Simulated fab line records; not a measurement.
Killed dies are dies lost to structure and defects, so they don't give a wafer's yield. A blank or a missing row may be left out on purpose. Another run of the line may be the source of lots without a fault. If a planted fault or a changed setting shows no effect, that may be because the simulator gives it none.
Struck lot and sound lot, side by side    flow nandHarc    15 out of 1302 route steps
Sound: the wafers L824.2, L824.4, L824.5. Struck: wafer L825.2 (left out: L825.4, L825.6 of the same lot, which were not struck); the cause appears at the end.
For every step that has rows: the tool of each side, followed by ch and its chambers, followed by its first start. Under that, the readings that differ: sound wafers    struck wafers    difference of the means    sigmas: that difference in standard deviations of wafers without a fault.
alike: readings whose means differ by less than 2 such deviations, and words and numbers that are the same on both sides. not compared: withheld readings, readings that some wafer has no value for, bounds like >300 that may hide the same value, and numbers for which the record gives no deviation and whose values overlap.
Wherever a step has rows on one side only, a row that says differs or no value, or a row with sigmas, the two part there. Numbers that have no deviation but don't overlap get no sigmas and don't part them. Lack of a reading on every wafer of one side parts them only where that side has two or more wafers.

first, 4 steps without rows for these wafers: NHARC_A_BONDPAD_EBR_05; NHARC_A_BONDPAD_EXPOSE_06 (exposes mask A BPAD); NHARC_A_BONDPAD_PEB_07 (peb time 80 s); NHARC_A_BONDPAD_DEVELOP_08 (time 50 s).
NHARC_A_BONDPAD_CD_MEAS_09: target cd 500 nm.
  sound on cdSem-01 ch 0, day 29 03:58; struck on cdSem-03 ch 0, day 29 06:05
  alike: cdNm
NHARC_A_BONDPAD_OVL_MEAS_35:
  sound on overlay-01, day 29 04:03; struck on overlay-02, day 29 06:10
reading          sound        struck  difference  sigmas
overlayYNm (nm)  -11 -12 -12  -1      +11         +2
  alike: overlayXNm
then, 1 step without rows for these wafers: NHARC_A_BONDPAD_HARDBAKE_10 (time 65 s).
NHARC_A_BONDPAD_DESCUM_11: chemistry O2, time 3 s.
  sound on rieDiel-06 ch 1,2, day 29 04:11; struck on rieDiel-05 ch 3, day 29 06:19
  alike: drypumpMotorCurrentA, oesProductAu, rfVppV, showerheadPlenumPTorr, throttleValvePct
  not compared: rfHoursCounterH
NHARC_A_BONDPAD_ETCH_34: etches the open film in N2/H2, target depth 60 nm, overetch 18 nm, time 65.91 s.
  sound on rieDiel-06 ch 0,2,3, day 29 04:17; struck on rieDiel-05 ch 2, day 29 06:23
reading     sound        struck  difference  sigmas
rfVppV (V)  429 428 433  437     +7          +2
  alike: drypumpMotorCurrentA, oesProductAu, showerheadPlenumPTorr, throttleValvePct
  not compared: rfHoursCounterH
NHARC_A_BONDPAD_ETCH_12: etches the open film in CHF3/O2, target depth 220 nm, time 110 s.
  sound on rieDiel-06 ch 1,2,3; struck on rieDiel-05 ch 2
  alike: drypumpMotorCurrentA, oesProductAu, rfVppV, showerheadPlenumPTorr, throttleValvePct
  not compared: rfHoursCounterH
NHARC_A_BONDPAD_CD_MEAS_13:
  sound on cdSem-03, day 29 04:30; struck on cdSem-01, day 29 06:37
  alike: cdNm
NHARC_A_BONDPAD_STRIP_15: strips in O2.
  sound on rieDiel-05 ch 0,2, day 29 04:34; struck on rieDiel-03 ch 0, day 29 06:41
reading                       sound           struck  difference  sigmas
showerheadPlenumPTorr (Torr)  3.78 3.72 3.78  3.40    -0.36       -2
  alike: drypumpMotorCurrentA, oesProductAu, rfVppV, throttleValvePct
  not compared: rfHoursCounterH
NHARC_A_BONDPAD_ETCH_24: etches the open film in CF4/N2, target depth 30 nm, time 72.99 s.
  sound on rieDiel-05 ch 0,1,2, day 29 04:44; struck on rieDiel-03 ch 0, day 29 06:50
reading                       sound              struck  difference  sigmas
oesProductAu (a.u.)           0.996 1.001 1.004  0.850   -0.150      -17
showerheadPlenumPTorr (Torr)  2.75 2.82 2.77     2.53    -0.25       -2
  alike: drypumpMotorCurrentA, rfVppV, throttleValvePct
  not compared: rfHoursCounterH
then, 1 step without rows for these wafers: NHARC_A_BONDPAD_STRIP_16 (strips in post etch residue remover, time 600 s).
NHARC_END_SORT_01:
  sound on prober-02 ch 0, day 30 10:07; struck on prober-01 ch 0, day 30 10:03
reading        sound  struck  difference  sigmas
killedAtOther  1 0 1  4       +3          +3
  alike: defectLimitedYield, killedAtArray, killedAtPeriphery, killedDies, killedOpen, killedShort

== WHERE THEY PART ==
Earliest at NHARC_A_BONDPAD_OVL_MEAS_35; latest, in this record, at NHARC_END_SORT_01.

WHY: the cause the simulator had injected
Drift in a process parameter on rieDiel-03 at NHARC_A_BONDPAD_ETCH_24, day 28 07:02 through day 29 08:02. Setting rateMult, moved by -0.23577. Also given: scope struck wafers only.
